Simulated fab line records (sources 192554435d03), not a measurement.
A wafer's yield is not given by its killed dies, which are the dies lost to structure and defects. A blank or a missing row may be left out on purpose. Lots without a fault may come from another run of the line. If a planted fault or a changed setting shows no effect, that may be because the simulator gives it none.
The tool behind it: which one? || flow n5_finfet || 11 lots, 31 wafers sampled, at 2 steps of a route of 1938

WHAT THE GAUGES READ, wafer by wafer
N5_BEOL_M11_CD_MEAS_35 targets a cd of 70 nm. Usual: cd_nm at 69.9 nm, with a standard deviation of 1.1.
{"lot": "L817", "measured": "day 10 09:50", "on": "cd_sem-01", "cd_nm (nm)": "70.8 71.2 69.5", "flag": ""}
{"lot": "L818", "measured": "day 10 22:34", "on": "cd_sem-02", "cd_nm (nm)": "69.5 70.5 70.0", "flag": ""}
{"lot": "L820", "measured": "day 11 16:24", "on": "cd_sem-01", "cd_nm (nm)": "69.4 70.1 68.4", "flag": ""}
{"lot": "L822", "measured": "day 11 21:13", "on": "cd_sem-02", "cd_nm (nm)": "71.3 70.1 69.2", "flag": ""}
{"lot": "L823", "measured": "day 12 07:58", "on": "cd_sem-03", "cd_nm (nm)": "69.9 71.6 71.0", "flag": ""}
{"lot": "L824", "measured": "day 12 17:34", "on": "cd_sem-01", "cd_nm (nm)": "70.2 70.3 70.2", "flag": ""}
{"lot": "L828", "measured": "day 13 15:10", "on": "cd_sem-02", "cd_nm (nm)": "69.8 71.5 70.4", "flag": ""}
{"lot": "L832", "measured": "day 14 18:04", "on": "cd_sem-01", "cd_nm (nm)": "68.9 70.7", "flag": ""}
{"lot": "L831", "measured": "day 15 04:10", "on": "cd_sem-02", "cd_nm (nm)": "71.6 71.5 71.4", "flag": ""}
{"lot": "L834", "measured": "day 15 04:26", "on": "cd_sem-03", "cd_nm (nm)": "69.0 70.5", "flag": ""}
{"lot": "L833", "measured": "day 15 11:56", "on": "cd_sem-02", "cd_nm (nm)": "69.4 68.7 69.3", "flag": ""}

WHICH TOOL RAN EACH LOT (tool, then ch and the chambers of the sampled wafers, then the start)
{"lot": "L817", "N5_BEOL_M11_PECVD_70": "pecvd-01 ch 1,2, day 10 05:28"}
{"lot": "L818", "N5_BEOL_M11_PECVD_70": "pecvd-04 ch 0,1, day 10 18:16"}
{"lot": "L820", "N5_BEOL_M11_PECVD_70": "pecvd-02 ch 1,2, day 11 10:20"}
{"lot": "L822", "N5_BEOL_M11_PECVD_70": "pecvd-01 ch 0,1,2, day 11 15:34"}
{"lot": "L823", "N5_BEOL_M11_PECVD_70": "pecvd-02 ch 0,1,2, day 12 05:08"}
{"lot": "L824", "N5_BEOL_M11_PECVD_70": "pecvd-04 ch 0,1, day 12 12:43"}
{"lot": "L828", "N5_BEOL_M11_PECVD_70": "pecvd-02 ch 0,2, day 13 12:07"}
{"lot": "L832", "N5_BEOL_M11_PECVD_70": "pecvd-01 ch 1,2, day 14 14:38"}
{"lot": "L831", "N5_BEOL_M11_PECVD_70": "pecvd-02 ch 0,2, day 15 00:28"}
{"lot": "L834", "N5_BEOL_M11_PECVD_70": "pecvd-01 ch 0,2, day 15 00:34"}
{"lot": "L833", "N5_BEOL_M11_PECVD_70": "pecvd-01 ch 1,2, day 15 06:28"}
- N5_BEOL_M11_PECVD_70: deposits SiO2 from TEOS/O2, target thk 20 nm, time 22.7 s.

AS READ BY THE TOOLS THEMSELVES (means over the sampled wafers that have a number; for cases with no such wafer, the mark the record gives instead)
N5_BEOL_M11_PECVD_70. Usual: heater_power_w 771 W, standard deviation 120; showerhead_plenum_p_Torr 8.80 Torr, standard deviation 0.034; susceptor_temp_C 399.98 C, standard deviation 0.22; throttle_valve_pct 22.2 %, standard deviation 1.2.
{"lot": "L817", "tool": "pecvd-01", "heater_power_w (W)": 659, "showerhead_plenum_p_Torr (Torr)": 8.81, "susceptor_temp_C (C)": 399.83, "throttle_valve_pct (%)": 21.8, "flag": ""}
{"lot": "L818", "tool": "pecvd-04", "heater_power_w (W)": 750, "showerhead_plenum_p_Torr (Torr)": 8.81, "susceptor_temp_C (C)": 400.00, "throttle_valve_pct (%)": 24.2, "flag": ""}
{"lot": "L820", "tool": "pecvd-02", "heater_power_w (W)": 638, "showerhead_plenum_p_Torr (Torr)": 8.81, "susceptor_temp_C (C)": 400.00, "throttle_valve_pct (%)": 20.8, "flag": ""}
{"lot": "L822", "tool": "pecvd-01", "heater_power_w (W)": 821, "showerhead_plenum_p_Torr (Torr)": 8.81, "susceptor_temp_C (C)": 400.05, "throttle_valve_pct (%)": 21.8, "flag": ""}
{"lot": "L823", "tool": "pecvd-02", "heater_power_w (W)": 692, "showerhead_plenum_p_Torr (Torr)": 8.81, "susceptor_temp_C (C)": 399.89, "throttle_valve_pct (%)": 21.2, "flag": ""}
{"lot": "L824", "tool": "pecvd-04", "heater_power_w (W)": 747, "showerhead_plenum_p_Torr (Torr)": 8.82, "susceptor_temp_C (C)": 399.97, "throttle_valve_pct (%)": 24.2, "flag": ""}
{"lot": "L828", "tool": "pecvd-02", "heater_power_w (W)": 855, "showerhead_plenum_p_Torr (Torr)": 8.81, "susceptor_temp_C (C)": 400.04, "throttle_valve_pct (%)": 21.7, "flag": ""}
{"lot": "L832", "tool": "pecvd-01", "heater_power_w (W)": 684, "showerhead_plenum_p_Torr (Torr)": 8.81, "susceptor_temp_C (C)": 399.83, "throttle_valve_pct (%)": 22.3, "flag": ""}
{"lot": "L831", "tool": "pecvd-02", "heater_power_w (W)": 844, "showerhead_plenum_p_Torr (Torr)": 8.80, "susceptor_temp_C (C)": 399.84, "throttle_valve_pct (%)": 22.1, "flag": ""}
{"lot": "L834", "tool": "pecvd-01", "heater_power_w (W)": 824, "showerhead_plenum_p_Torr (Torr)": 8.79, "susceptor_temp_C (C)": 400.00, "throttle_valve_pct (%)": 21.4, "flag": ""}
{"lot": "L833", "tool": "pecvd-01", "heater_power_w (W)": 724, "showerhead_plenum_p_Torr (Torr)": 8.82, "susceptor_temp_C (C)": 399.87, "throttle_valve_pct (%)": 22.7, "flag": ""}

THE ANSWER, worked out from the rows above alone
Rule: take the mean of a lot's wafers that have a number; if it is more than 3 standard deviations from the usual mean, the lot is off. A lot without any number at a reading at which 4 lots or more have one is off too. Any other lot the step has rows for is counted as sound. After the gauges, taken in route order, come the tools' own readings; for these a lot's mean is taken, as printed above. At the first step where some lot is off, the reading lying furthest off is the one used; lots without a number count as furthest.
None of the lots is off at any reading shown; this tells nothing.

WHAT THE SIMULATOR HAD PUT IN
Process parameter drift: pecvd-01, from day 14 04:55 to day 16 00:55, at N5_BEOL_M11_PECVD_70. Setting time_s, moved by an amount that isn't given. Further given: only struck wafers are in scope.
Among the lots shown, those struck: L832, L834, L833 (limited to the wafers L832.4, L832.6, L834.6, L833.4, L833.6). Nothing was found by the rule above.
